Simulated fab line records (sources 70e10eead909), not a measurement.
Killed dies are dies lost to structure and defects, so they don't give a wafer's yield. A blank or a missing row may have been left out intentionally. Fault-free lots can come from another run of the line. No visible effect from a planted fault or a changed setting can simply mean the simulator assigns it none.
Chamber matching -- flow nandHarc -- NHARC_A_STAIRCASE_STRIP_296 on wetBench-01 has 8 sister chambers
The step strips in SPM, time 900 s. 14 wafers are shown with their chamber, then 7 later ones without.

## WAFERS PAIRED WITH THEIR CHAMBERS
wafer,chamber,bathHeatDutyPct (%)
L570.2,5,12.2
L570.4,1,15.6
L570.6,7,13.7
L575.3,3,16.1
L575.4,4,17.0
L575.5,0,13.8
L578.2,2,15.5
L578.3,4,15.2
L578.6,5,13.4
L577.2,1,14.5
L577.4,5,13.0
L577.6,0,14.1
L587.2,6,14.7
L587.3,5,12.5

SIGNATURES (averages over the wafers above)
reading,chamber 0,chamber 1,chamber 2,chamber 3,chamber 4,chamber 5,chamber 6,chamber 7,scatter within a chamber
bathHeatDutyPct,13.950,15.050,15.500,16.100,16.100,12.775,14.700,13.700,0.721
Rule: for each reading, subtract the chamber's mean from the wafer's reading, divide by that reading's scatter and square the result; add these up over the readings and take the root, which gives the wafer's distance from the chamber. The wafer belongs to the nearest chamber; if the next one is less than 2 further off, it can't be placed. The scatter: take each reading less its chamber's mean, square it, sum over the shown wafers, divide by the number of wafers less the number of chambers, and take the root.

## WAFERS WITH NO CHAMBER GIVEN
wafer,bathHeatDutyPct (%)
L587.6,13.5
L590.3,14.1
L590.4,14.0
L590.5,13.4
L591.1,13.1
L591.2,13.7
L591.4,13.8

## CHAMBER TAKEN BY EACH
wafer,from the rows above,in truth
L587.6,can't be placed: 7 or 0 or 5 or 6 or 1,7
L590.3,can't be placed: 0 or 7 or 6 or 1 or 5 or 2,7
L590.4,can't be placed: 0 or 7 or 6 or 1 or 5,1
L590.5,can't be placed: 7 or 0 or 5 or 6 or 1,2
L591.1,can't be placed: 5 or 7 or 0 or 6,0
L591.2,can't be placed: 7 or 0 or 5 or 6 or 1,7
L591.4,can't be placed: 7 or 0 or 6 or 5 or 1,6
Correct placement for 0 of the 7. Cannot be placed on the basis of these rows: 7; the candidates contain the true chamber in 6. Placed wrongly: 0.
